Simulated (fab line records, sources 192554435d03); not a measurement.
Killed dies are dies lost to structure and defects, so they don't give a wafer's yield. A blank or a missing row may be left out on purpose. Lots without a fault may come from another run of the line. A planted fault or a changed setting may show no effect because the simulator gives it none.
Chamber matching | flow n5_finfet | N5_BEOL_M1_CO_CAP_55 on cvd_co-02: 3 sister chambers
The step material Co, precursor CCTBA/H2, target thk 2 nm, time 102.1 s. 27 wafers are shown with their chamber, then 12 later ones without.

WAFERS WITH THEIR CHAMBER
wafer  | chamber | heater_power_w (W)
L078.2 | 2       | 191
L078.4 | 2       | 195
L078.6 | 1       | 227
L079.2 | 2       | 192
L079.3 | 1       | 217
L079.5 | 2       | 186
L080.1 | 0       | 267
L080.3 | 2       | 189
L080.5 | 0       | 263
L081.1 | 2       | 194
L081.2 | 0       | 263
L081.6 | 2       | 192
L082.1 | 2       | 193
L082.4 | 0       | 261
L082.5 | 1       | 221
L084.2 | 1       | 223
L084.5 | 1       | 215
L084.6 | 2       | 194
L085.2 | 0       | 255
L085.5 | 0       | 256
L085.6 | 2       | 192
L087.2 | 2       | 193
L087.3 | 0       | 262
L087.6 | 0       | 258
L086.1 | 0       | 258
L086.3 | 2       | 187
L086.5 | 1       | 227

SIGNATURES (means of the wafers above)
reading        | chamber 0 | chamber 1 | chamber 2 | scatter within a chamber
heater_power_w | 260.33    | 221.67    | 191.50    | 3.72
Rule: a wafer's distance from a chamber is the root of the sum, over the readings, of the square of ((its reading less the chamber's mean) divided by the reading's scatter). The wafer belongs to the nearest chamber; if the next one is less than 2 further off, it can't be placed. The scatter: the root of (the sum of the squares of (reading less its chamber's mean) over the shown wafers, divided by (wafers less chambers)).

WAFERS WITHOUT THEIR CHAMBER
wafer  | heater_power_w (W)
L091.2 | 220
L091.5 | 198
L091.6 | 257
L092.3 | 260
L092.5 | 223
L092.6 | 194
L094.3 | 226
L094.5 | 194
L094.6 | 264
L097.3 | 191
L097.4 | 192
L097.5 | 217

WHICH CHAMBER EACH WENT THROUGH
wafer  | from the rows above | in truth
L091.2 | 1                   | 1
L091.5 | 2                   | 2
L091.6 | 0                   | 0
L092.3 | 0                   | 0
L092.5 | 1                   | 1
L092.6 | 2                   | 2
L094.3 | 1                   | 1
L094.5 | 2                   | 2
L094.6 | 0                   | 0
L097.3 | 2                   | 2
L097.4 | 2                   | 2
L097.5 | 1                   | 1
Placed correctly: 12 of 12. Can't be placed from these rows: 0. Placed wrongly: 0.
